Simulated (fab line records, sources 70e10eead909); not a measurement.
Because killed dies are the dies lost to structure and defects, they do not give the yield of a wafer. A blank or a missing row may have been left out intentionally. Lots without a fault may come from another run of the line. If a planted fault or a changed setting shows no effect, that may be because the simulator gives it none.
Code-filled problem report in 8D (eight disciplines) form    flow nand_harc    the parts of the form that need people (team, actions taken, sign-off) are left out

== 1. WHAT IS WRONG ==
Wafers without a fault read 27, standard deviation 12; killed_at_array at NHARC_END_SORT_01 reads a mean of 102 on 6 wafers belonging to 2 lots. Measured from the usual mean, that is +6.3 standard deviations.
The first sign was on wafer L594.4 at day 24 14:04, on prober-01. Wafers with a number at this step in the record: 6, from 2 lots. Rule for "out", or "out of limits": more than 4 standard deviations from the usual mean. The rest of the wafers with a number are treated as sound.

== 2. WHAT IT IS AND WHAT IT IS NOT ==
question                     is                            is not
which readings at this step  killed_at_array, killed_dies  killed_at_other, killed_at_periphery, killed_short
which lots                   L594, L598                    -
which wafers of those lots   all that have a number        -
read on which gauges         prober-01, prober-02          -
when                         from day 24 14:04             up to then (0 sound wafers)

== 3. THE SUSPECTS, EACH WITH WHAT RULES IT OUT ==
Counting: a tool at a process step up to the reading stays a suspect if it ran every lot that is out and no sound lot after the first of them.
- the gauge at NHARC_END_SORT_01 is ruled out. 2 gauges (prober-01, prober-02) read the wafers that are out.
- acl_dep-03 at NHARC_A_CONTACT_DEP_84 (deposits aC, target thk 2000 nm): kept. It ran every lot that is out, first L594 (day 19 11:10), and no sound lot after that.
- plasma_asher-02 at NHARC_THIN_TSV_STRIP_56 (strips in O2): kept. It ran every lot that is out, first L594 (day 23 18:43), and no sound lot after that.
What counting leaves: acl_dep-03 at NHARC_A_CONTACT_DEP_84 and plasma_asher-02 at NHARC_THIN_TSV_STRIP_56.

== 4. THE CAUSE (what the simulator had put in) ==
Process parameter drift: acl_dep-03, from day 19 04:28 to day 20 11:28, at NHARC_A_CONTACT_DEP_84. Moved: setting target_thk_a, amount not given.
After counting, 2 suspects remain, this tool included.

== 5. SEQUENCE OF EFFECTS, ordered by route ==
Each row: a reading whose mean over the struck wafers that have a number lies more than 3 standard deviations from the usual. Only readings for which the record gives a usual standard deviation are gone through. hours: the time from each lot's start at the first step in this table that gives one to its start at this step, as a median over the lots. sigmas: the change in usual standard deviations.
hours  step               reading          usual  on struck wafers  change  sigmas
0      NHARC_END_SORT_01  killed_at_array  27     102               +76     +6.3
0      NHARC_END_SORT_01  killed_dies      31     107               +76     +6.3

== 6. HOW IT WOULD HAVE BEEN CAUGHT EARLIER ==
130 hours passed between the start of the fault at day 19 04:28 and the first reading out of limits at a measuring or inspecting step in this record, taken at day 24 14:04.
Of the tool readings at NHARC_A_CONTACT_DEP_84 for which the record gives a usual standard deviation, none was out on any struck wafer, so an alarm limit of 4 standard deviations on them would not have fired.
The start of NHARC_A_CONTACT_DEP_84 on acl_dep-03 came by day 24 14:04 for every one of the lots that are out (2). Tool hold at that time: it would have spared none of them.
